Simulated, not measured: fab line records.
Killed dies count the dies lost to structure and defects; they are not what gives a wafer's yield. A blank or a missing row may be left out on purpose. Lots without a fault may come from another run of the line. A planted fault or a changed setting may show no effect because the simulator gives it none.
What tool caused it? ; flow n5Finfet ; Sampling: 24 lots, 72 wafers, 6 of 1938 route steps

== WHAT THE GAUGES READ, wafer by wafer ==
N5_WELL_APT_INSPECT_38: inspects for defects (darkfield). Usual: 14 for rawDefectCount, sd 5.
lot;measured;on;rawDefectCount;flag
L074;day 1 16:53;defectInspect-01;8 13 21;
L075;day 2 00:23;defectInspect-02;19 14 7;
L076;day 2 05:34;defectInspect-02;20 13 14;
L077;day 2 10:41;defectInspect-02;10 7 13;
L078;day 2 16:41;defectInspect-02;17 18 4;
L079;day 2 22:28;defectInspect-01;20 19 14;
L080;day 3 04:40;defectInspect-02;15 14 9;
L081;day 3 11:05;defectInspect-02;13 20 20;
L082;day 3 16:41;defectInspect-01;19 22 8;
L083;day 4 00:00;defectInspect-02;17 18 9;
L084;day 4 04:46;defectInspect-02;12 8 20;
L085;day 4 10:46;defectInspect-02;10 19 23;
L086;day 4 17:10;defectInspect-02;18 18 24;
L087;day 4 22:52;defectInspect-02;22 18 19;
L088;day 5 04:52;defectInspect-02;13 8 18;
L089;day 5 10:47;defectInspect-02;14 9 17;
L090;day 5 16:58;defectInspect-02;15 10 9;
L091;day 5 22:47;defectInspect-01;16 12 12;
L092;day 6 05:08;defectInspect-02;15 12 20;
L093;day 6 10:50;defectInspect-02;20 17 30;
L094;day 6 16:38;defectInspect-01;9 20 10;
L095;day 6 23:18;defectInspect-02;10 4 23;
L096;day 7 04:50;defectInspect-01;14 16 12;
L097;day 7 11:14;defectInspect-01;23 10 6;

N5_PMOS_HMC_CHANNEL_EPI_OVL_MEAS_10. Usual: for PMOS_HMC_BLK_OVL the level is -0.1 nm and the standard deviation is 0.7.
lot;measured;on;PMOS_HMC_BLK_OVL (nm);flag
L074;day 1 17:22;overlay-01;0.3 -0.2 0.0;
L075;day 2 00:52;overlay-01;0.6 0.9 0.8;
L076;day 2 06:02;overlay-02;-0.6 -0.2 0.0;
L077;day 2 11:02;overlay-01;-0.4 0.6 -0.4;
L078;day 2 17:09;overlay-02;-0.8 -1.2 0.0;
L079;day 2 22:56;overlay-01;-0.3 -1.5 -0.2;
L080;day 3 05:01;overlay-02;-0.1 -0.7 -1.0;
L081;day 3 11:26;overlay-01;0.9 0.6 -0.1;
L082;day 3 17:02;overlay-01;0.4 -0.9 -0.5;
L083;day 4 00:28;overlay-01;0.5 -1.0 0.3;
L084;day 4 05:15;overlay-02;-0.2 -0.1 -1.0;
L085;day 4 11:17;overlay-01;-1.2 -0.4 -1.6;
L086;day 4 17:38;overlay-01;-0.1 0.6 -0.5;
L087;day 4 23:20;overlay-02;0.6 -1.0 -1.6;
L088;day 5 05:13;overlay-01;-0.2 -1.2 -0.8;
L089;day 5 11:15;overlay-02;-0.8 -1.2 -0.9;
L090;day 5 17:26;overlay-01;1.1 0.3 0.3;
L091;day 5 23:08;overlay-02;1.0 0.1 0.7;
L092;day 6 05:37;overlay-02;-0.3 -1.7 0.5;
L093;day 6 11:20;overlay-01;-0.1 -0.2 -0.1;
L094;day 6 17:07;overlay-02;-0.4 0.1 -1.3;
L095;day 6 23:41;overlay-01;0.3 1.5 0.2;
L096;day 7 05:19;overlay-02;-0.2 -0.1 0.6;
L097;day 7 11:44;overlay-01;0.1 0.7 -1.0;

N5_PMOS_HMC_CHANNEL_EPI_THK_MEAS_22. Usual: for HMC_CMP_THK the level is 54.1 nm and the standard deviation is 0.57.
lot;measured;on;HMC_CMP_THK (nm);flag
L074;day 1 21:04;filmMetro-02;53.4 54.9 52.8;
L075;day 2 04:11;filmMetro-01;54.3 54.3 54.5;
L076;day 2 08:46;filmMetro-02;54.1 53.7 54.4;
L077;day 2 13:22;filmMetro-02;55.1 54.9 55.1;
L078;day 2 19:29;filmMetro-01;53.5 54.8 53.9;
L079;day 3 01:18;filmMetro-02;53.9 54.0 54.5;
L080;day 3 07:20;filmMetro-01;53.5 53.6 54.7;
L081;day 3 13:44;filmMetro-02;53.7 54.7 54.4;
L082;day 3 19:23;filmMetro-01;53.7 55.2 54.3;
L083;day 4 02:47;filmMetro-01;53.9 55.0 53.8;
L084;day 4 07:38;filmMetro-02;53.3 54.3 53.0;
L085;day 4 13:37;filmMetro-01;53.2 54.0 53.6;
L086;day 4 19:58;filmMetro-02;53.1 53.5 53.6;
L087;day 5 01:39;filmMetro-01;54.9 54.7 54.3;
L088;day 5 07:33;filmMetro-01;54.2 54.5 54.0;
L089;day 5 13:38;filmMetro-01;54.7 54.6 54.6;
L090;day 5 19:45;filmMetro-02;53.9 54.0 54.1;
L091;day 6 01:27;filmMetro-02;53.6 53.9 53.5;
L092;day 6 07:56;filmMetro-01;54.1 55.0 54.4;
L093;day 6 13:49;filmMetro-01;53.3 53.5 53.8;
L094;day 6 19:26;filmMetro-02;54.0 55.0 54.3;
L095;day 7 02:00;filmMetro-02;53.6 54.0 55.2;
L096;day 7 07:38;filmMetro-02;54.0 54.4 53.7;
L097;day 7 14:03;filmMetro-02;53.7 53.5 52.8;

N5_FIN_SAQP_INSPECT_18: inspects for defects (brightfield). Usual: 395 for rawDefectCount, sd 95.
lot;measured;on;rawDefectCount;flag
L074;day 1 22:58;defectInspect-01;344 256 267;
L075;day 2 06:04;defectInspect-01;327 529 395;
L076;day 2 10:34;defectInspect-02;522 473 373;
L077;day 2 15:15;defectInspect-01;388 273 211;
L078;day 2 21:29;defectInspect-01;425 328 420;
L079;day 3 03:27;defectInspect-02;478 338 361;
L080;day 3 09:37;defectInspect-02;329 261 245;
L081;day 3 15:44;defectInspect-01;709 421 568;
L082;day 3 21:17;defectInspect-02;408 490 303;
L083;day 4 04:49;defectInspect-02;448 554 426;
L084;day 4 09:35;defectInspect-02;285 321 337;
L085;day 4 15:37;defectInspect-02;330 358 358;
L086;day 4 21:51;defectInspect-01;448 403 548;
L087;day 5 03:41;defectInspect-02;485 489 383;
L088;day 5 09:24;defectInspect-02;347 345 264;
L089;day 5 15:32;defectInspect-01;434 344 446;
L090;day 5 21:46;defectInspect-01;368 334 341;
L091;day 6 03:11;defectInspect-02;370 472 347;
L092;day 6 09:55;defectInspect-01;300 412 427;
L093;day 6 15:53;defectInspect-02;421 263 304;
L094;day 6 22:58;defectInspect-02;452 269 505;
L095;day 7 07:08;defectInspect-01;409 438 593;
L096;day 7 09:59;defectInspect-01;426 425 473;
L097;day 7 16:25;defectInspect-02;645 311 486;

== WHAT TOOL EACH LOT RAN ON (gives the tool, then ch and the chambers of the sampled wafers, and finally the start) ==
lot;N5_PMOS_HMC_CHANNEL_EPI_STRIP_33;N5_PMOS_HMC_CHANNEL_EPI_EPI_26
L074;rieDiel-02 ch 1,3, day 1 18:56;epiRpcvd-03 ch 0, day 1 21:14
L075;rieDiel-02 ch 1,2,3, day 2 01:38;epiRpcvd-04 ch 0, day 2 04:20
L076;rieDiel-02 ch 1,2,3, day 2 06:13;epiRpcvd-02 ch 0, day 2 08:52
L077;rieDiel-02 ch 0,2,3, day 2 11:14;epiRpcvd-04 ch 0, day 2 13:28
L078;rieDiel-02 ch 0,1,2, day 2 17:20;epiRpcvd-04 ch 0, day 2 19:37
L079;rieDiel-05 ch 2,3, day 2 23:08;epiRpcvd-02 ch 0, day 3 01:31
L080;rieDiel-03 ch 0,1, day 3 05:12;epiRpcvd-02 ch 0, day 3 07:33
L081;rieDiel-05 ch 0,3, day 3 11:37;epiRpcvd-03 ch 0, day 3 13:51
L082;rieDiel-05 ch 0,1,2, day 3 17:14;epiRpcvd-02 ch 0, day 3 19:30
L083;rieDiel-03 ch 0,3, day 4 00:40;epiRpcvd-03 ch 0, day 4 02:54
L084;rieDiel-05 ch 1,2,3, day 4 05:26;epiRpcvd-03 ch 0, day 4 07:44
L085;rieDiel-05 ch 0,2, day 4 11:29;epiRpcvd-03 ch 0, day 4 13:46
L086;rieDiel-05 ch 0,1, day 4 17:50;epiRpcvd-02 ch 0, day 4 20:04
L087;rieDiel-05 ch 1,2, day 4 23:31;epiRpcvd-03 ch 0, day 5 01:49
L088;rieDiel-02 ch 0,1,3, day 5 05:25;epiRpcvd-02 ch 0, day 5 07:43
L089;rieDiel-02 ch 0,3, day 5 11:31;epiRpcvd-03 ch 0, day 5 13:48
L090;rieDiel-03 ch 0,3, day 5 17:37;epiRpcvd-02 ch 0, day 5 19:52
L091;rieDiel-02 ch 2,3, day 5 23:19;epiRpcvd-04 ch 0, day 6 01:34
L092;rieDiel-03 ch 2,3, day 6 05:48;epiRpcvd-03 ch 0, day 6 08:02
L093;rieDiel-05 ch 0,1, day 6 11:41;epiRpcvd-02 ch 0, day 6 13:55
L094;rieDiel-03 ch 0,1,2, day 6 17:19;epiRpcvd-03 ch 0, day 6 19:32
L095;rieDiel-02 ch 0,1,2, day 6 23:53;epiRpcvd-03 ch 0, day 7 02:07
L096;rieDiel-03 ch 0,1,2, day 7 05:31;epiRpcvd-02 ch 0, day 7 07:45
L097;rieDiel-03 ch 0,1, day 7 11:55;epiRpcvd-04 ch 0, day 7 14:21
- N5_PMOS_HMC_CHANNEL_EPI_STRIP_33: strips in N2/H2.
- N5_PMOS_HMC_CHANNEL_EPI_EPI_26: deposits Si from SiH4/H2, target thk 3.8 nm, time 22.7 s.

== WHAT THE TOOLS THEMSELVES READ (means of the sampled wafers that have a number; where no wafer has one, the mark that the record gives instead) ==
N5_PMOS_HMC_CHANNEL_EPI_STRIP_33. Usual: drypumpMotorCurrentA 5.8 A, standard deviation 0.4; oesProductAu 0.78 a.u., standard deviation 0.087; rfVppV 54.2 V, standard deviation 1.5; showerheadPlenumPTorr 3.35 Torr, standard deviation 0.1; throttleValvePct 19.10 %, standard deviation 0.24.
lot;tool;drypumpMotorCurrentA (A);oesProductAu (a.u.);rfVppV (V);showerheadPlenumPTorr (Torr);throttleValvePct (%);flag
L074;rieDiel-02;5.7;0.79;54.9;3.25;19.17;
L075;rieDiel-02;5.9;0.85;53.7;3.26;19.10;
L076;rieDiel-02;5.9;0.83;54.3;3.26;19.08;
L077;rieDiel-02;5.6;0.80;52.9;3.33;19.12;
L078;rieDiel-02;5.5;0.80;53.2;3.33;19.15;
L079;rieDiel-05;6.3;0.75;54.2;3.35;19.06;
L080;rieDiel-03;5.9;0.83;54.1;3.49;19.40;
L081;rieDiel-05;6.2;0.77;54.4;3.35;19.07;
L082;rieDiel-05;5.8;0.79;54.5;3.36;18.92;
L083;rieDiel-03;5.7;0.78;52.4;3.52;19.02;
L084;rieDiel-05;6.0;0.80;54.3;3.37;18.97;
L085;rieDiel-05;6.1;0.69;54.6;3.32;18.99;
L086;rieDiel-05;5.5;0.86;53.4;3.40;18.87;
L087;rieDiel-05;5.9;0.77;53.9;3.35;18.93;
L088;rieDiel-02;5.4;0.74;53.0;3.30;19.26;
L089;rieDiel-02;5.2;0.71;55.3;3.37;19.29;
L090;rieDiel-03;5.6;0.77;55.5;3.51;19.02;
L091;rieDiel-02;6.0;0.84;54.5;3.26;19.02;
L092;rieDiel-03;5.5;0.73;53.9;3.40;18.89;
L093;rieDiel-05;5.5;0.84;53.5;3.39;18.87;
L094;rieDiel-03;5.8;0.76;54.0;3.37;19.28;
L095;rieDiel-02;5.5;0.77;54.1;3.32;19.20;
L096;rieDiel-03;5.8;0.75;53.6;3.37;19.30;
L097;rieDiel-03;5.9;0.80;53.8;3.47;19.45;

N5_PMOS_HMC_CHANNEL_EPI_EPI_26. Usual: 11.66 % for throttleValvePct, sd 0.27.
lot;tool;throttleValvePct (%);flag
L074;epiRpcvd-03;11.43;
L075;epiRpcvd-04;11.66;
L076;epiRpcvd-02;11.93;
L077;epiRpcvd-04;11.52;
L078;epiRpcvd-04;11.52;
L079;epiRpcvd-02;11.92;
L080;epiRpcvd-02;11.95;
L081;epiRpcvd-03;11.50;
L082;epiRpcvd-02;11.82;
L083;epiRpcvd-03;11.46;
L084;epiRpcvd-03;11.38;
L085;epiRpcvd-03;11.43;
L086;epiRpcvd-02;12.00;
L087;epiRpcvd-03;11.37;
L088;epiRpcvd-02;12.01;
L089;epiRpcvd-03;11.44;
L090;epiRpcvd-02;11.93;
L091;epiRpcvd-04;11.72;
L092;epiRpcvd-03;11.55;
L093;epiRpcvd-02;11.79;
L094;epiRpcvd-03;11.39;
L095;epiRpcvd-03;11.53;
L096;epiRpcvd-02;11.98;
L097;epiRpcvd-04;11.62;

== THE ANSWER, worked out from the rows above alone ==
Rule: take the mean of a lot's wafers that have a number; if it is more than 3 standard deviations from the usual mean, the lot is off. A lot without any number at a reading at which 4 lots or more have one is off too. Any other lot the step has rows for is counted as sound. After the gauges, taken in route order, come the tools' own readings; for these a lot's mean is taken, as printed above. The first step at which some lot is off is used, and at that step the reading that is off furthest; a lot without a number counts as furthest.
No lot is off on any of the readings shown, so nothing can be concluded from this.

== WHAT THE SIMULATOR PUT IN ==
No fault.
